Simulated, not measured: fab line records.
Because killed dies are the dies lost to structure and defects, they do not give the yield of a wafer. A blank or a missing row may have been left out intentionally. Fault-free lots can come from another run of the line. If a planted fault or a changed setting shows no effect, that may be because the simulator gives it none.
A lot that was struck, set against a sound lot :: flow nandHarc :: 17 steps out of a route of 1302
Sound: these wafers, L970.3, L970.4, L970.6. Struck: wafer L961.2. (L961.5 of the same lot was not struck and is left out.) The cause comes at the end.
At each step with rows: each side's tool, then ch and its chambers, then its first start. Under that, the readings that differ: sound wafers :: struck wafers :: difference of the means :: sigmas: that difference in standard deviations of wafers without a fault.
alike: readings whose means differ by less than 2 such deviations, and words and numbers that are the same on both sides. not compared: withheld readings, readings that some wafer has no value for, bounds like >300 that may hide the same value, and numbers for which the record gives no deviation and whose values overlap.
A row with sigmas, a row that says differs or no value, or rows on one side alone: a step with any of these is where the two part. Non-overlapping numbers with no deviation appear without sigmas and do not part them. Lack of a reading on every wafer of one side parts them only where that side has two or more wafers.

NHARC_P_M1_INSPECT_11:
  struck on defectInspect-02, day 7 09:34; sound on defectInspect-02, day 11 12:42
  alike: rawDefectCount
then, 1 step without rows for these wafers: NHARC_P_M1_DESCUM_14 (chemistry O2, time 3 s).
NHARC_P_M1_ETCH_35: etches the open film in N2/H2, target depth 40 nm, overetch 12 nm, time 43.94 s.
  sound on rieDiel-10 ch 1,2, day 11 12:50; struck on rieDiel-10 ch 3, day 7 09:43
reading: showerheadPlenumPTorr (Torr)
sound: 1.92 2.06 1.92
struck: 2.20
difference: +0.23
sigmas: +2
  alike: drypumpMotorCurrentA, mfcArSccm, oesProductAu, rfVppV, throttleValvePct
  not compared: rfHoursCounterH
NHARC_P_M1_ETCH_15: etches the open film in C4F8/Ar, target depth 182.5 nm, time 91.2 s.
  sound: rieDiel-10 ch 0,1,2; struck: rieDiel-10 ch 3
  alike: oesProductAu, rfVppV
  not compared: rfHoursCounterH
NHARC_P_M1_CD_MEAS_16:
  struck on cdSem-03, day 7 09:56; sound on cdSem-03, day 11 13:05
  alike: cdNm
then, 3 steps without rows for these wafers: NHARC_P_M1_STRIP_18 (strips in N2/H2); NHARC_P_M1_ETCH_28 (etches the open film in CF4/N2, target depth 30 nm, time 72.99 s); NHARC_P_M1_STRIP_19 (strips in post etch residue remover, time 600 s).
NHARC_P_M1_DEGAS_29: time 60 s.
  struck on pvdSputter-01, day 7 10:39; sound on pvdSputter-01, day 11 13:48
  alike: heaterPowerW
then, 1 step without rows for these wafers: NHARC_P_M1_PRE_CLEAN_30 (time 30 s).
NHARC_P_M1_PVD_20: deposits TaN, target thk 5 nm, time 8.06 s.
  sound on pvdSputter-01; struck on pvdSputter-01
  alike: throttleValvePct
NHARC_P_M1_PVD_21: deposits Cu, target thk 30 nm, time 20.49 s.
  sound on pvdSputter-01; struck on pvdSputter-01
  alike: throttleValvePct
NHARC_P_M1_ECD_22: material Cu, target thk 400 nm.
  sound on ecdCu-01 ch 0,1, day 11 14:15; struck on ecdCu-02 ch 0,1, day 7 11:02
then, 1 step without rows for these wafers: NHARC_P_M1_ANNEAL_31 (time 90 s).
NHARC_P_M1_CMP_23: polishes, t overpolish 20 s, target thk 157.82 nm.
  sound on cmp-01 ch 1,2, day 11 14:52; struck on cmp-03 ch 0, day 7 11:43
reading: timeToEndpointS (s)
sound: 28.6 29.0 28.6
struck: 17.3
difference: -11.4
sigmas: -4
  alike: motorCurrentA
NHARC_P_M1_THK_MEAS_24: measures by xrf.
  struck on filmMetro-01, day 7 12:02; sound on filmMetro-02, day 11 15:11
  alike: thkNm
NHARC_END_SORT_01:
  the record has rows for the sound wafers here (prober-01 ch 0, day 29 19:37) and none for the struck ones

WHERE THEY PART
Last at NHARC_END_SORT_01 as far as this record goes, first at NHARC_P_M1_ETCH_35.

WHY: the cause the simulator had injected
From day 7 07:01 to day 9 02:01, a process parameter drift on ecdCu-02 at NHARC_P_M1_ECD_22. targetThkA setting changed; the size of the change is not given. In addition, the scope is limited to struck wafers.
